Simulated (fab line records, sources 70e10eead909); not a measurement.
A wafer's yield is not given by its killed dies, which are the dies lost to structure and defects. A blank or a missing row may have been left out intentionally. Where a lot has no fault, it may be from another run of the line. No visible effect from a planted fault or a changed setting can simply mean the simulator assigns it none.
Which tool is to blame? + flow nand-harc + 18 wafers from 6 lots sampled at 5 of the route's 1302 steps

== WHAT EACH GAUGE READ, for each wafer ==
NHARC_END_SORT_01.
lot + measured + on + defect-limited-yield (%)

== WHAT TOOL EACH LOT RAN ON (gives the tool, then ch and the chambers of the sampled wafers, and finally the start) ==
| lot  | NHARC_A_M1_PVD_20            | NHARC_A_BONDPAD_PVD_17                  | NHARC_A_BONDPAD_PVD_27                  | NHARC_THIN_TSV_DEP_43           |
|------|------------------------------|-----------------------------------------|-----------------------------------------|---------------------------------|
| L229 | pvd-sputter-03, day 23 12:30 | pvd-sputter-01, day 24 06:35 or earlier | pvd-sputter-01, day 24 06:35 or earlier | pecvd-04 ch 0,1, day 24 06:35   |
| L233 | pvd-sputter-03, day 26 13:37 | pvd-sputter-01, day 27 07:10 or earlier | pvd-sputter-01, day 27 07:10 or earlier | pecvd-03 ch 0,1,2, day 27 07:10 |
| L239 | pvd-sputter-01, day 27 17:50 | pvd-sputter-02, day 28 11:47 or earlier | pvd-sputter-02, day 28 11:47 or earlier | pecvd-04 ch 0,1, day 28 11:47   |
| L244 | pvd-sputter-01, day 29 19:22 | pvd-sputter-01, day 30 12:47 or earlier | pvd-sputter-01, day 30 12:47 or earlier | pecvd-03 ch 0,1,2, day 30 12:47 |
| L245 | pvd-sputter-03, day 30 19:08 | pvd-sputter-01, day 31 10:51 or earlier | pvd-sputter-01, day 31 10:51 or earlier | pecvd-01 ch 0,1, day 31 10:51   |
| L248 | pvd-sputter-01, day 32 04:59 | pvd-sputter-03, day 32 22:33 or earlier | pvd-sputter-03, day 32 22:33 or earlier | pecvd-01 ch 0,1,2, day 32 22:33 |
- NHARC_A_M1_PVD_20: deposits TaN, target thk 5 nm, time 8.06 s.
- NHARC_A_BONDPAD_PVD_17: deposits TaN, target thk 5 nm, time 8.06 s.
- NHARC_A_BONDPAD_PVD_27: deposits Cu, target thk 30 nm, time 20.49 s.
- NHARC_THIN_TSV_DEP_43: deposits SiO2, target thk 1328.5 nm.

== THE ANSWER, worked out from the rows above alone ==
Rule: the lots themselves supply what counts as usual. The widest of any qualifying gaps counts: lots, ordered by their means at a reading, are off when they make up no more than a third of the lots, leave a main group of 4 or more, and stand apart from it by 3 or more times the standard deviation of that group's means. A main group whose means are all the same, to the digits that the tables above print for the reading, isn't used. Also off: a lot with no number at a reading for which 4 or more lots have one. All remaining lots with rows at the step are treated as sound.
None of the lots is off at any reading shown; this tells nothing.

== WHAT THE SIMULATOR HAD PUT IN ==
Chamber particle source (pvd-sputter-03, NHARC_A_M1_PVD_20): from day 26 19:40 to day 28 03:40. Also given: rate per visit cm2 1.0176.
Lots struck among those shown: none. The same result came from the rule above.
